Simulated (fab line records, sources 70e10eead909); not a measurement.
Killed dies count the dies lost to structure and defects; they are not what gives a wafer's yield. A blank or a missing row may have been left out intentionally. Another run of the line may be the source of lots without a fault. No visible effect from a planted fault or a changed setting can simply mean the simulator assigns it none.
Matching of chambers || flow nand_harc || NHARC_A_STAIRCASE_DEP_322 on pecvd-01: 3 sister chambers
The step deposits SiO2, target thk 3800 nm. 3 wafers are shown with their chamber, then 9 later ones without.

== WAFERS, EACH WITH ITS CHAMBER ==
{"wafer": "L080.6", "chamber": 1, "heater_power_w (W)": 628}
{"wafer": "L084.4", "chamber": 0, "heater_power_w (W)": 553}
{"wafer": "L084.6", "chamber": 2, "heater_power_w (W)": 613}

== WAFERS WITHOUT THEIR CHAMBER ==
{"wafer": "L087.1", "heater_power_w (W)": 623}
{"wafer": "L087.3", "heater_power_w (W)": 746}
{"wafer": "L087.5", "heater_power_w (W)": 606}
{"wafer": "L086.1", "heater_power_w (W)": 665}
{"wafer": "L086.5", "heater_power_w (W)": 547}
{"wafer": "L086.6", "heater_power_w (W)": 628}
{"wafer": "L091.1", "heater_power_w (W)": 763}
{"wafer": "L091.3", "heater_power_w (W)": 578}
{"wafer": "L091.4", "heater_power_w (W)": 554}

== WHICH CHAMBER EACH ONE RAN IN ==
{"wafer": "L087.1", "from the rows above": "can't be placed: 1 or 2 or 0", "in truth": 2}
{"wafer": "L087.3", "from the rows above": "can't be placed: 1 or 2 or 0", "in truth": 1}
{"wafer": "L087.5", "from the rows above": "can't be placed: 2 or 1 or 0", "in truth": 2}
{"wafer": "L086.1", "from the rows above": "can't be placed: 1 or 2 or 0", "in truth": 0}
{"wafer": "L086.5", "from the rows above": "can't be placed: 0 or 2 or 1", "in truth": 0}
{"wafer": "L086.6", "from the rows above": "can't be placed: 1 or 2 or 0", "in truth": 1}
{"wafer": "L091.1", "from the rows above": "can't be placed: 1 or 2 or 0", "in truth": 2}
{"wafer": "L091.3", "from the rows above": "can't be placed: 0 or 2 or 1", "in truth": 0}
{"wafer": "L091.4", "from the rows above": "can't be placed: 0 or 2 or 1", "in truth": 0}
Placed correctly: 0 of 9. These rows do not allow placing 9 (true chamber among the candidates in 9). 0 placed wrongly.
How it was worked out, from the rows above alone: a wafer's distance from a chamber is the root of the sum, over the readings, of the square of ((its reading less the chamber's mean) divided by the reading's scatter). If the next closest chamber is less than 2 further off than the closest, the wafer can't be placed; otherwise it belongs to the closest. A chamber's mean is the mean of its shown wafers. The scatter: with one shown wafer a chamber, the root of the mean of the squares of how far each hidden wafer lies from its nearest shown one.
